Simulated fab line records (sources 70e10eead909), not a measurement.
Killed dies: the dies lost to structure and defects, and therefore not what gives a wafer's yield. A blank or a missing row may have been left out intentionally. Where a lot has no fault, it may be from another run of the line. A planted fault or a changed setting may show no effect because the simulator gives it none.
Problem report in the 8D (eight disciplines) form, filled by code || flow nand-harc || the parts of the form that need people (team, actions taken, sign-off) are left out

## 1. WHAT WENT WRONG
Mean of cd-nm at NHARC_P_ZERO_WELL_CD_MEAS_11: 491.2 nm across 6 wafers in 2 lots; on wafers with no fault it is 499.9 nm (standard deviation 1.2). Measured from the usual mean, that is -7.3 standard deviations.
The step: target cd 500 nm.
First seen on wafer L646.1, day 8 03:07, on cd-sem-03. Wafers with a number at this step in the record: 33, from 11 lots. Rule for "out", or "out of limits": more than 4 standard deviations from the usual mean. Any other wafer with a number is counted as sound.

## 2. WHAT THIS IS AND IS NOT
{"question": "which readings at this step", "is": "cd-nm", "is not": "-"}
{"question": "which lots", "is": "L646, L650", "is not": "L632, L633, L634, L635, L636, L638, L639, L652, L654"}
{"question": "which wafers of those lots", "is": "all that have a number", "is not": "-"}
{"question": "read on which gauges", "is": "cd-sem-03", "is not": "cd-sem-01, cd-sem-02"}
{"question": "when", "is": "from day 8 03:07", "is not": "up to then (21 sound wafers); but 6 sound wafers of L652, L654 came after"}

## 3. THE SUSPECTS, EACH WITH WHAT RULES IT OUT
Counting: a tool at any process step up to the reading remains a suspect when it ran all the lots that are out and ran no sound lot after the first of those.
- ruled out: the gauge at NHARC_P_ZERO_WELL_CD_MEAS_11. All the wafers that are out were read on cd-sem-03, but those of them that NHARC_P_ZERO_WELL_EXPOSE_08 has rows for are out there too, on other tools.
- krf-scanner-04 at NHARC_P_ZERO_WELL_EXPOSE_08 (exposes mask P ZERO, target cd 500 nm): kept. Every lot that is out went through it, starting with L646 (day 8 02:58), and after that it ran no sound lot; the last sound lot it ran before then is L636 (day 3 23:05). Out on those wafers are its own readings of exposure-dose-mJ-cm2.
After counting, what remains is krf-scanner-04 at NHARC_P_ZERO_WELL_EXPOSE_08.

## 4. THE CAUSE (what the simulator had put in)
Process parameters drifting: krf-scanner-04 at NHARC_P_ZERO_WELL_EXPOSE_08, beginning at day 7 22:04. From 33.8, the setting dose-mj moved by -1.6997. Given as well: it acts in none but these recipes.
Only this tool survived the counting.

## 5. THE CHAIN OF EFFECTS, in route order
Each row: a reading whose mean over the struck wafers that have a number lies more than 3 standard deviations from the usual. Only readings for which the record gives a usual standard deviation are gone through. hours: the time from each lot's start at the first step in this table that gives one to its start at this step, as a median over the lots. sigmas: the change in usual standard deviations.
{"hours": 0, "step": "NHARC_P_ZERO_WELL_EXPOSE_08", "reading": "exposure-dose-mJ-cm2", "usual": 34.10, "on struck wafers": 32.40, "change": -1.70, "sigmas": -8.5}
{"hours": 0, "step": "NHARC_P_ZERO_WELL_CD_MEAS_11", "reading": "cd-nm", "usual": "499.9 nm", "on struck wafers": 491.2, "change": -8.7, "sigmas": -7.3}
Here are the process steps it includes:
- NHARC_P_ZERO_WELL_EXPOSE_08: exposes mask P ZERO, target cd 500 nm.
Later steps that measure or inspect, where all struck wafers having a row at the step show a number for every such reading and not one has moved that far: NHARC_P_ZERO_WELL_CD_MEAS_37.

## 6. HOW IT WOULD HAVE BEEN CAUGHT EARLIER
5 hours passed between the start of the fault at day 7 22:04 and the first reading out of limits at a measuring or inspecting step in this record, taken at day 8 03:07.
The tool's own readings at NHARC_P_ZERO_WELL_EXPOSE_08 were out on every struck wafer that the step has a row for (exposure-dose-mJ-cm2): an alarm limit on them would have fired on the first of those.
L650, from the lots that are out (2), started NHARC_P_ZERO_WELL_EXPOSE_08 on krf-scanner-04 later than day 8 03:07. It would have been spared by a hold on the tool at that moment.
